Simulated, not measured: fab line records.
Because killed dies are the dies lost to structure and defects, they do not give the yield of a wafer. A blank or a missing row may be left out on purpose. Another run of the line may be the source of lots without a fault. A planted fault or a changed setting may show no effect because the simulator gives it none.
Which of the tools did it? + flow nandHarc + 24 lots with 72 wafers sampled at 6 steps, on a route of 1302 steps

## WHAT THE GAUGES SHOWED, per wafer
NHARC_A_SGD_CUT_OVL_MEAS_10.
| lot  | measured     | on         | overlayXNm (nm) | overlayYNm (nm) |
|------|--------------|------------|-----------------|-----------------|
| L074 | day 19 09:21 | overlay-02 | 0.9 -0.1 0.2    | -0.2 0.0 -0.1   |
| L075 | day 19 09:44 | overlay-01 | -1.1 -0.3 -0.2  | -0.1 0.1 -0.4   |
| L076 | day 20 00:14 | overlay-02 | -0.4 -0.8 -0.6  | 0.2 -0.2 0.4    |
| L077 | day 20 09:32 | overlay-02 | 0.5 0.5 0.3     | 0.1 0.3 -0.3    |
| L078 | day 20 09:53 | overlay-01 | -0.9 -1.4 -1.0  | -0.5 -0.6 -0.6  |
| L079 | day 20 22:03 | overlay-02 | -0.5 -0.2 -0.4  | 2.0 2.0 1.6     |
| L080 | day 20 21:32 | overlay-01 | 0.8 0.9 1.3     | -0.1 -0.2 -0.2  |
| L081 | day 21 17:01 | overlay-02 | -0.6 -1.3 -0.7  | 0.8 1.2 0.6     |
| L083 | day 23 01:14 | overlay-02 | -0.4 -0.2 -0.1  | -0.6 0.0 -0.4   |
| L082 | day 22 23:31 | overlay-01 | -0.6 -1.6 -0.4  | -0.4 -0.2 -0.1  |
| L084 | day 23 10:55 | overlay-02 | 0.5 1.0 1.0     | 0.1 0.2 0.5     |
| L085 | day 23 20:22 | overlay-02 | -1.4 -1.4 -1.0  | 0.0 -0.5 -0.2   |
| L086 | day 23 19:20 | overlay-01 | -2.4 -2.2 -2.0  | 0.1 0.0 -0.5    |
| L087 | day 25 01:31 | overlay-01 | 0.7 0.2 0.4     | -1.2 -1.1 -1.2  |
| L088 | day 25 00:33 | overlay-02 | 0.2 0.5 -0.1    | -0.7 -0.1 0.0   |
| L089 | day 26 13:47 | overlay-02 | -0.6 -0.8 -0.2  | 0.4 0.0 -0.1    |
| L090 | day 26 10:56 | overlay-02 | 0.1 0.4 0.2     | 1.8 1.8 1.9     |
| L091 | day 26 19:30 | overlay-02 | 2.2 1.7 1.2     | 0.0 0.1 -0.3    |
| L092 | day 27 04:27 | overlay-01 | 0.0 -0.5 -0.3   | 1.5 1.6 1.6     |
| L093 | day 27 02:56 | overlay-01 | 1.1 1.2 1.5     | 2.0 1.6 1.7     |
| L094 | day 27 03:14 | overlay-01 | 1.5 0.8 1.3     | -1.0 -0.7 -1.1  |
| L097 | day 28 08:56 | overlay-02 | 1.1 2.0 1.3     | -1.4 -1.0 -0.3  |
| L096 | day 28 09:06 | overlay-02 | -0.8 -0.6 -1.0  | 1.8 1.2 1.4     |
| L095 | day 28 13:17 | overlay-02 | 0.5 -0.4 -0.2   | 0.6 0.6 0.6     |

NHARC_A_SLIT_CD_MEAS_09: the cd target is 300 nm.
| lot  | measured     | on       | cdNm (nm)         |
|------|--------------|----------|-------------------|
| L074 | day 19 23:43 | cdSem-01 | 299.0 298.6 298.7 |
| L075 | day 19 21:05 | cdSem-01 | 299.2 298.8 299.2 |
| L076 | day 20 11:49 | cdSem-01 | 299.6 298.8 299.9 |
| L077 | day 20 21:22 | cdSem-01 | 299.8 299.5 299.9 |
| L078 | day 20 21:32 | cdSem-03 | 298.5 299.2 298.6 |
| L079 | day 21 16:40 | cdSem-01 | 299.9 300.4 298.4 |
| L080 | day 21 19:43 | cdSem-01 | 298.7 298.4 299.8 |
| L081 | day 22 04:23 | cdSem-03 | 298.8 299.6 299.8 |
| L083 | day 23 11:17 | cdSem-01 | 298.5 299.4 299.5 |
| L082 | day 23 11:09 | cdSem-01 | 298.9 299.2 299.3 |
| L084 | day 23 22:24 | cdSem-01 | 299.6 298.6 298.7 |
| L085 | day 24 08:44 | cdSem-02 | 299.4 299.6 299.1 |
| L086 | day 24 09:45 | cdSem-01 | 300.0 299.7 299.2 |
| L087 | day 25 13:49 | cdSem-01 | 298.8 300.5 299.2 |
| L088 | day 25 12:05 | cdSem-01 | 299.1 298.3 299.1 |
| L089 | day 26 23:06 | cdSem-03 | 300.0 299.8 299.5 |
| L090 | day 26 22:54 | cdSem-02 | 300.0 300.5 299.7 |
| L091 | day 27 10:28 | cdSem-02 | 298.7 299.0 300.0 |
| L092 | day 27 18:21 | cdSem-03 | 299.1 299.2 298.0 |
| L093 | day 27 19:43 | cdSem-03 | 300.4 298.7 300.0 |
| L094 | day 27 18:49 | cdSem-01 | 300.2 300.1 299.1 |
| L097 | day 28 20:35 | cdSem-01 | 299.3 298.9 299.6 |
| L096 | day 28 20:44 | cdSem-02 | 300.4 300.5 299.6 |
| L095 | day 29 01:07 | cdSem-02 | 298.9 299.6 298.4 |

## WHAT TOOL EACH LOT RAN ON (gives the tool, then ch and the chambers of the sampled wafers, and finally the start)
| lot  | NHARC_A_STAIRCASE_DEP_325       | NHARC_A_STAIRCASE_CMP_450     | NHARC_A_SGD_CUT_DESCUM_14         | NHARC_A_SGD_CUT_ETCH_15                      |
|------|---------------------------------|-------------------------------|-----------------------------------|----------------------------------------------|
| L074 | pecvd-01 ch 0,1, day 18 17:46   | cmp-03 ch 0,2, day 19 06:46   | rieDiel-05 ch 1,3, day 19 09:26   | rieDiel-05 ch 1,3, day 19 23:43 or earlier   |
| L075 | pecvd-03 ch 0,1,2, day 18 17:50 | cmp-02 ch 0,1,3, day 19 07:04 | rieDiel-11 ch 1,2, day 19 09:50   | rieDiel-11 ch 0,1,2, day 19 21:05 or earlier |
| L076 | pecvd-03 ch 0,1, day 19 05:13   | cmp-03 ch 2,3, day 19 21:42   | rieDiel-05 ch 0,1, day 20 00:20   | rieDiel-05 ch 0,1, day 20 11:49 or earlier   |
| L077 | pecvd-01 ch 1,2, day 19 17:50   | cmp-04 ch 0,1,3, day 20 06:50 | rieDiel-05 ch 0,2,3, day 20 09:38 | rieDiel-05 ch 1,2,3, day 20 21:22 or earlier |
| L078 | pecvd-04 ch 0,1,2, day 19 17:50 | cmp-02 ch 0,1,2, day 20 07:04 | rieDiel-07 ch 1,2, day 20 10:00   | rieDiel-07 ch 0,2,3, day 20 21:32 or earlier |
| L079 | pecvd-01 ch 0,2, day 20 04:01   | cmp-02 ch 0,1,2, day 20 19:17 | rieDiel-11 ch 0,1,2, day 20 22:09 | rieDiel-11 ch 0,1,3, day 21 16:40 or earlier |
| L080 | pecvd-03 ch 0,2, day 20 04:13   | cmp-03 ch 1,2, day 20 18:59   | rieDiel-05 ch 0,1,3, day 20 21:38 | rieDiel-05 ch 0,1,3, day 21 19:43 or earlier |
| L081 | pecvd-03 ch 0,2, day 20 21:31   | cmp-02 ch 2,3, day 21 14:07   | rieDiel-05 ch 0,1, day 21 17:07   | rieDiel-05 ch 0,1,2, day 22 04:23 or earlier |
| L083 | pecvd-03 ch 1,2, day 22 03:32   | cmp-04 ch 0,3, day 22 22:35   | rieDiel-05 ch 0,1, day 23 01:20   | rieDiel-05 ch 2,3, day 23 11:17 or earlier   |
| L082 | pecvd-04 ch 1,2, day 22 03:32   | cmp-04 ch 0,3, day 22 20:49   | rieDiel-11 ch 0,1,3, day 22 23:38 | rieDiel-11 ch 0,1,2, day 23 11:09 or earlier |
| L084 | pecvd-04 ch 1,2, day 22 18:39   | cmp-03 ch 0,1, day 23 08:18   | rieDiel-05 ch 2,3, day 23 11:02   | rieDiel-05 ch 0,3, day 23 22:24 or earlier   |
| L085 | pecvd-03 ch 0,1, day 23 03:22   | cmp-03 ch 0,2, day 23 17:32   | rieDiel-11 ch 0,1,2, day 23 20:29 | rieDiel-11 ch 1,3, day 24 08:44 or earlier   |
| L086 | pecvd-04 ch 0,1, day 23 03:22   | cmp-03 ch 0,1,2, day 23 16:41 | rieDiel-07 ch 0,2,3, day 23 19:27 | rieDiel-07 ch 0,1, day 24 09:45 or earlier   |
| L087 | pecvd-04 ch 1,2, day 24 05:48   | cmp-02 ch 0,2, day 24 22:46   | rieDiel-07 ch 0,1,2, day 25 01:37 | rieDiel-07 ch 0,3, day 25 13:49 or earlier   |
| L088 | pecvd-01 ch 0,1,2, day 24 06:02 | cmp-02 ch 0,2,3, day 24 21:53 | rieDiel-05 ch 0,2,3, day 25 00:38 | rieDiel-05 ch 0,2,3, day 25 12:05 or earlier |
| L089 | pecvd-03 ch 0,1, day 25 15:34   | cmp-02 ch 0,2,3, day 26 11:08 | rieDiel-05 ch 0,1,2, day 26 13:53 | rieDiel-05 ch 2,3, day 26 23:06 or earlier   |
| L090 | pecvd-01 ch 0,1, day 25 15:36   | cmp-03 ch 1,2,3, day 26 08:16 | rieDiel-05 ch 1,2,3, day 26 11:02 | rieDiel-05 ch 0,1, day 26 22:54 or earlier   |
| L091 | pecvd-03 ch 0,1,2, day 26 01:44 | cmp-02 ch 1,2,3, day 26 16:52 | rieDiel-11 ch 0,1, day 26 19:36   | rieDiel-11 ch 0,1,3, day 27 10:28 or earlier |
| L092 | pecvd-04 ch 1,2, day 26 08:41   | cmp-04 ch 2,3, day 27 01:19   | rieDiel-07 ch 1,2, day 27 04:33   | rieDiel-07 ch 1,2, day 27 18:21 or earlier   |
| L093 | pecvd-03 ch 0,2, day 26 08:52   | cmp-03 ch 0,1,2, day 27 00:11 | rieDiel-05 ch 0,2,3, day 27 03:04 | rieDiel-05 ch 0,3, day 27 19:43 or earlier   |
| L094 | pecvd-04 ch 0,1,2, day 26 13:07 | cmp-02 ch 0,1, day 27 00:27   | rieDiel-05 ch 1,3, day 27 03:25   | rieDiel-05 ch 0,3, day 27 18:49 or earlier   |
| L097 | pecvd-03 ch 0,1,2, day 27 13:37 | cmp-02 ch 1,2,3, day 28 06:12 | rieDiel-05 ch 0,2,3, day 28 09:05 | rieDiel-05 ch 1,2,3, day 28 20:35 or earlier |
| L096 | pecvd-01 ch 1,2, day 27 13:58   | cmp-03 ch 0,1,3, day 28 06:21 | rieDiel-05 ch 0,1,3, day 28 09:13 | rieDiel-05 ch 1,3, day 28 20:44 or earlier   |
| L095 | pecvd-01 ch 1,2, day 27 21:29   | cmp-02 ch 0,1,2, day 28 10:38 | rieDiel-07 ch 0,1, day 28 13:23   | rieDiel-07 ch 0,1,2, day 29 01:07 or earlier |
- NHARC_A_STAIRCASE_DEP_325: deposits SiO2, target thk 7200 nm.
- NHARC_A_STAIRCASE_CMP_450: polishes SiO2, target thk 200 nm.
- NHARC_A_SGD_CUT_DESCUM_14: chemistry O2, time 3 s.
- NHARC_A_SGD_CUT_ETCH_15: etches the open film in CH3F/O2, target depth 75 nm, time 64.3 s.

## AS READ BY THE TOOLS THEMSELVES (means over the sampled wafers that have a number; for cases with no such wafer, the mark the record gives instead)
NHARC_A_STAIRCASE_DEP_325.
| lot  | tool     | heaterPowerW (W) |
|------|----------|------------------|
| L074 | pecvd-01 | 632              |
| L075 | pecvd-03 | 568              |
| L076 | pecvd-03 | 579              |
| L077 | pecvd-01 | 670              |
| L078 | pecvd-04 | 609              |
| L079 | pecvd-01 | 693              |
| L080 | pecvd-03 | 553              |
| L081 | pecvd-03 | 584              |
| L083 | pecvd-03 | 552              |
| L082 | pecvd-04 | 610              |
| L084 | pecvd-04 | 571              |
| L085 | pecvd-03 | 593              |
| L086 | pecvd-04 | 680              |
| L087 | pecvd-04 | 628              |
| L088 | pecvd-01 | 714              |
| L089 | pecvd-03 | 593              |
| L090 | pecvd-01 | 714              |
| L091 | pecvd-03 | 515              |
| L092 | pecvd-04 | 689              |
| L093 | pecvd-03 | 509              |
| L094 | pecvd-04 | 694              |
| L097 | pecvd-03 | 554              |
| L096 | pecvd-01 | 655              |
| L095 | pecvd-01 | 666              |

NHARC_A_STAIRCASE_CMP_450.
| lot  | tool   | motorCurrentA (A) |
|------|--------|-------------------|
| L074 | cmp-03 | 10.9              |
| L075 | cmp-02 | 13.3              |
| L076 | cmp-03 | 12.0              |
| L077 | cmp-04 | 12.2              |
| L078 | cmp-02 | 12.0              |
| L079 | cmp-02 | 12.0              |
| L080 | cmp-03 | 11.5              |
| L081 | cmp-02 | 11.6              |
| L083 | cmp-04 | 11.7              |
| L082 | cmp-04 | 12.7              |
| L084 | cmp-03 | 12.1              |
| L085 | cmp-03 | 11.3              |
| L086 | cmp-03 | 11.4              |
| L087 | cmp-02 | 11.5              |
| L088 | cmp-02 | 12.0              |
| L089 | cmp-02 | 12.0              |
| L090 | cmp-03 | 11.6              |
| L091 | cmp-02 | 12.8              |
| L092 | cmp-04 | 11.3              |
| L093 | cmp-03 | 11.6              |
| L094 | cmp-02 | 12.7              |
| L097 | cmp-02 | 12.2              |
| L096 | cmp-03 | 12.1              |
| L095 | cmp-02 | 12.6              |

NHARC_A_SGD_CUT_DESCUM_14.
| lot  | tool       | drypumpMotorCurrentA (A) | o2FlowSccm (sccm) | oesProductAu (a.u.) | rfVppV (V) | showerheadPlenumPTorr (Torr) | throttleValvePct (%) |
|------|------------|--------------------------|-------------------|---------------------|------------|------------------------------|----------------------|
| L074 | rieDiel-05 | 5.4                      | 200.4             | 1.001               | 57.5       | 1.94                         | 11.310               |
| L075 | rieDiel-11 | 5.4                      | 200.1             | 1.006               | 57.8       | 1.96                         | 11.301               |
| L076 | rieDiel-05 | 5.4                      | 199.6             | 0.991               | 58.7       | 1.94                         | 11.312               |
| L077 | rieDiel-05 | 5.6                      | 199.8             | 1.002               | 58.2       | 2.01                         | 11.318               |
| L078 | rieDiel-07 | 5.6                      | 199.8             | 1.006               | 58.0       | 1.95                         | 11.310               |
| L079 | rieDiel-11 | 5.5                      | 199.5             | 1.001               | 58.3       | 1.96                         | 11.314               |
| L080 | rieDiel-05 | 5.6                      | 199.6             | 1.004               | 57.7       | 1.97                         | 11.313               |
| L081 | rieDiel-05 | 5.4                      | 199.5             | 0.994               | 58.7       | 1.94                         | 11.314               |
| L083 | rieDiel-05 | 5.4                      | 200.1             | 0.990               | 58.5       | 1.94                         | 11.313               |
| L082 | rieDiel-11 | 5.6                      | 199.8             | 1.004               | 57.4       | 1.92                         | 11.315               |
| L084 | rieDiel-05 | 5.5                      | 200.3             | 1.007               | 58.3       | 2.00                         | 11.307               |
| L085 | rieDiel-11 | 5.5                      | 200.2             | 0.995               | 57.7       | 1.96                         | 11.313               |
| L086 | rieDiel-07 | 5.9                      | 200.2             | 1.006               | 58.3       | 2.02                         | 11.324               |
| L087 | rieDiel-07 | 6.0                      | 199.6             | 1.009               | 57.9       | 1.98                         | 11.312               |
| L088 | rieDiel-05 | 5.6                      | 200.0             | 1.013               | 58.4       | 2.01                         | 11.319               |
| L089 | rieDiel-05 | 5.4                      | 199.5             | 1.004               | 57.7       | 1.97                         | 11.313               |
| L090 | rieDiel-05 | 5.4                      | 200.7             | 1.003               | 59.5       | 1.97                         | 11.310               |
| L091 | rieDiel-11 | 5.4                      | 200.3             | 1.012               | 57.8       | 1.90                         | 11.309               |
| L092 | rieDiel-07 | 5.7                      | 200.5             | 1.003               | 57.0       | 1.95                         | 11.309               |
| L093 | rieDiel-05 | 5.6                      | 199.6             | 1.017               | 57.8       | 2.01                         | 11.312               |
| L094 | rieDiel-05 | 5.5                      | 199.9             | 1.008               | 58.4       | 1.97                         | 11.315               |
| L097 | rieDiel-05 | 5.6                      | 200.3             | 1.010               | 57.7       | 2.01                         | 11.304               |
| L096 | rieDiel-05 | 5.6                      | 199.9             | 1.005               | 57.5       | 1.97                         | 11.316               |
| L095 | rieDiel-07 | 6.2                      | 199.3             | 0.998               | 58.6       | 1.97                         | 11.314               |

NHARC_A_SGD_CUT_ETCH_15.
| lot  | tool       | drypumpMotorCurrentA (A) | o2FlowSccm (sccm) | oesProductAu (a.u.) | rfVppV (V) | showerheadPlenumPTorr (Torr) | throttleValvePct (%) |
|------|------------|--------------------------|-------------------|---------------------|------------|------------------------------|----------------------|
| L074 | rieDiel-05 | 5.4                      | 30.06             | 0.920               | 263.6      | 2.49                         | 20.674               |
| L075 | rieDiel-11 | 5.5                      | 30.00             | 0.978               | 265.1      | 2.52                         | 20.673               |
| L076 | rieDiel-05 | 5.7                      | 30.10             | 0.954               | 264.8      | 2.55                         | 20.671               |
| L077 | rieDiel-05 | 5.3                      | 30.03             | 0.921               | 265.5      | 2.53                         | 20.662               |
| L078 | rieDiel-07 | 5.9                      | 30.04             | 0.972               | 265.7      | 2.58                         | 20.670               |
| L079 | rieDiel-11 | 5.6                      | 30.12             | 0.965               | 263.5      | 2.47                         | 20.661               |
| L080 | rieDiel-05 | 5.6                      | 30.03             | 0.962               | 265.2      | 2.54                         | 20.660               |
| L081 | rieDiel-05 | 5.4                      | 29.99             | 0.958               | 264.2      | 2.54                         | 20.659               |
| L083 | rieDiel-05 | 5.4                      | 30.00             | 0.980               | 265.8      | 2.57                         | 20.669               |
| L082 | rieDiel-11 | 5.5                      | 30.01             | 0.976               | 264.8      | 2.52                         | 20.663               |
| L084 | rieDiel-05 | 5.8                      | 30.00             | 0.931               | 266.4      | 2.58                         | 20.653               |
| L085 | rieDiel-11 | 5.6                      | 29.99             | 0.977               | 264.7      | 2.41                         | 20.669               |
| L086 | rieDiel-07 | 6.3                      | 29.95             | 0.964               | 265.9      | 2.58                         | 20.668               |
| L087 | rieDiel-07 | 6.2                      | 29.91             | 0.940               | 266.7      | 2.61                         | 20.660               |
| L088 | rieDiel-05 | 5.6                      | 30.02             | 0.972               | 265.2      | 2.58                         | 20.666               |
| L089 | rieDiel-05 | 5.4                      | 29.99             | 0.995               | 265.0      | 2.56                         | 20.666               |
| L090 | rieDiel-05 | 5.7                      | 29.90             | 0.974               | 264.8      | 2.54                         | 20.667               |
| L091 | rieDiel-11 | 5.6                      | 29.97             | 0.982               | 263.5      | 2.47                         | 20.669               |
| L092 | rieDiel-07 | 5.8                      | 29.93             | 0.926               | 264.6      | 2.50                         | 20.655               |
| L093 | rieDiel-05 | 5.9                      | 29.97             | 0.981               | 264.9      | 2.58                         | 20.646               |
| L094 | rieDiel-05 | 5.9                      | 30.05             | 0.988               | 265.4      | 2.58                         | 20.668               |
| L097 | rieDiel-05 | 5.4                      | 29.97             | 0.972               | 265.7      | 2.52                         | 20.666               |
| L096 | rieDiel-05 | 5.4                      | 30.05             | 0.955               | 264.0      | 2.48                         | 20.660               |
| L095 | rieDiel-07 | 5.9                      | 29.99             | 0.973               | 264.5      | 2.54                         | 20.662               |

## THE ANSWER, worked out from the rows above alone
Rule: usual is defined by the lots themselves. The widest of any qualifying gaps counts: lots, ordered by their means at a reading, are off when they make up no more than a third of the lots, leave a main group of 4 or more, and stand apart from it by 3 or more times the standard deviation of that group's means. If all means in a main group match to the digits the tables above print for the reading, that group is not used. Also off: a lot with no number at a reading for which 4 or more lots have one. Where the step has rows for the other lots, those lots are counted as sound. Order of review: gauges by route order, followed by the tools' own readings, for which a lot's mean as printed above is used. The first step at which some lot is off is used, and at that step the reading that is off furthest; a lot without a number counts as furthest.
No lot is off on any of the readings shown, so nothing can be concluded from this.

## WHAT WAS PUT IN BY THE SIMULATOR
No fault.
